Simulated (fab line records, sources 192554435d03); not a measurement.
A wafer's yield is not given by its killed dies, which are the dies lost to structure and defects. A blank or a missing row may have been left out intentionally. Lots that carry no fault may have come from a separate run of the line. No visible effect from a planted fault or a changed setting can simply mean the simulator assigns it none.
A lot that was struck, set against a sound lot :: flow n5_finfet :: 15 out of 1938 route steps
Sound: these wafers, L289.2, L289.4, L289.5. Struck: wafers L294.3, L294.5. (L294.1 of the same lot was not struck and is left out.) The cause comes at the end.
At each step with rows: each side's tool, then ch and its chambers, then its first start. Under that, the readings that differ: sound wafers :: struck wafers :: difference of the means :: sigmas: that difference in standard deviations of wafers without a fault.
alike: readings whose means differ by less than 2 such deviations, and words and numbers that are the same on both sides. not compared: withheld readings, readings that some wafer has no value for, bounds like >300 that may hide the same value, and numbers for which the record gives no deviation and whose values overlap.
A row with sigmas, a row that says differs or no value, or rows on one side alone: a step with any of these is where the two part. Numbers that have no deviation but don't overlap get no sigmas and don't part them. A reading missing from all wafers of one side parts the sides only when that side holds two or more wafers.

N5_BEOL_M4_STRIP_36: strips in N2/H2.
  sound on rie_diel-06 ch 0,1,2, day 9 05:45; struck on rie_diel-04 ch 0,1, day 10 13:43
reading: oes_product_au (a.u.)
sound: 0.74 0.72 0.78
struck: 0.92 0.95
difference: +0.19
sigmas: +2
  alike: drypump_motor_current_A, rf_vpp_V, showerhead_plenum_p_Torr, throttle_valve_pct
  not compared: rf_hours_counter_h
N5_BEOL_M4_TRENCH_ETCH_37: etches SiOC in C4F6/O2, target depth 55.555 nm, time 29.2 s.
  sound on rie_diel-06 ch 0,1,2; struck on rie_diel-04 ch 0,1
reading: oes_product_au (a.u.)
sound: 0.74 0.72 0.78
struck: 0.91 0.96
difference: +0.19
sigmas: +2
  alike: drypump_motor_current_A, rf_vpp_V, showerhead_plenum_p_Torr, throttle_valve_pct
  not compared: rf_hours_counter_h
N5_BEOL_M4_ETCH_41: etches SiCN in CH3F/O2, target depth 29.9 nm, time 52.5 s.
  sound on rie_diel-06 ch 0,1,2; struck on rie_diel-04 ch 0,1
reading: oes_product_au (a.u.)
sound: 0.75 0.72 0.78
struck: 0.93 0.96
difference: +0.20
sigmas: +2
  alike: drypump_motor_current_A, rf_vpp_V, showerhead_plenum_p_Torr, throttle_valve_pct
  not compared: rf_hours_counter_h
N5_BEOL_M4_STRIP_97: strips in N2/H2, time 10 s.
  sound on rie_diel-06 ch 0,1,2; struck on rie_diel-04 ch 0,1
reading: oes_product_au (a.u.)
sound: 0.74 0.73 0.78
struck: 0.91 0.96
difference: +0.19
sigmas: +2
  alike: drypump_motor_current_A, rf_vpp_V, showerhead_plenum_p_Torr, throttle_valve_pct
  not compared: rf_hours_counter_h
N5_BEOL_M4_OCD_MEAS_38:
  struck on ocd-02, day 10 13:54; sound on ocd-01, day 9 05:56
  alike: trench_depth_nm
then, 4 steps without rows for these wafers: N5_BEOL_M4_HM_STRIP_39 (strips TiN in peroxide tin strip, target depth 25 nm, time 158 s); N5_BEOL_M4_SRD_40 (time 30 s); N5_BEOL_M4_PRECLEAN_42 (cleans in residue remover, time 60 s); N5_BEOL_M4_SRD_43 (time 30 s).
N5_BEOL_M4_CD_MEAS_35: target cd 18 nm, target cd y 22.4 nm.
  struck on cd_sem-02, day 10 14:04; sound on cd_sem-01, day 9 06:06
  alike: cd_nm
N5_BEOL_M4_DEGAS_44: time 60 s.
  struck on pvd_sputter-03, day 10 14:16; sound on pvd_sputter-03, day 9 06:08
  alike: heater_power_w
then, 1 step without rows for these wafers: N5_BEOL_M4_PRE_CLEAN_45 (time 30 s).
N5_BEOL_M4_ALD_84: deposits TaN, pulse time 2 s, purge time 3 s, co reactant purge time 2 s.
  sound on ald_metal-01 ch 0,2, day 9 06:14; struck on ald_metal-01 ch 1,3, day 10 14:23
reading: co_reactant_pulse_time_s (s)
sound: 3 3 3
struck: 3.3825 3.3825
difference: +0.3825
sigmas: 
  alike: heater_power_w
next, for these wafers, 1 step has no rows: N5_BEOL_M4_SURFACE_TREAT_85.
N5_BEOL_M4_RC_MEAS_101:
  sound on prober-01 ch 0, day 9 09:42; struck on prober-01 ch 0, day 10 17:53
  alike: DIBL_N, DIBL_P, IOFF_N, IOFF_P, ION_N, ION_P, SS_N, SS_P, VT_N, VT_P

## WHERE THEY PART
Earliest at N5_BEOL_M4_STRIP_36; latest, in this record, at N5_BEOL_M4_STRIP_97. Later steps at which nothing parts them and some readings are alike: N5_BEOL_M4_OCD_MEAS_38, N5_BEOL_M4_CD_MEAS_35, N5_BEOL_M4_DEGAS_44, N5_BEOL_M4_ALD_84, N5_BEOL_M4_RC_MEAS_101.

WHY: what the simulator had put in
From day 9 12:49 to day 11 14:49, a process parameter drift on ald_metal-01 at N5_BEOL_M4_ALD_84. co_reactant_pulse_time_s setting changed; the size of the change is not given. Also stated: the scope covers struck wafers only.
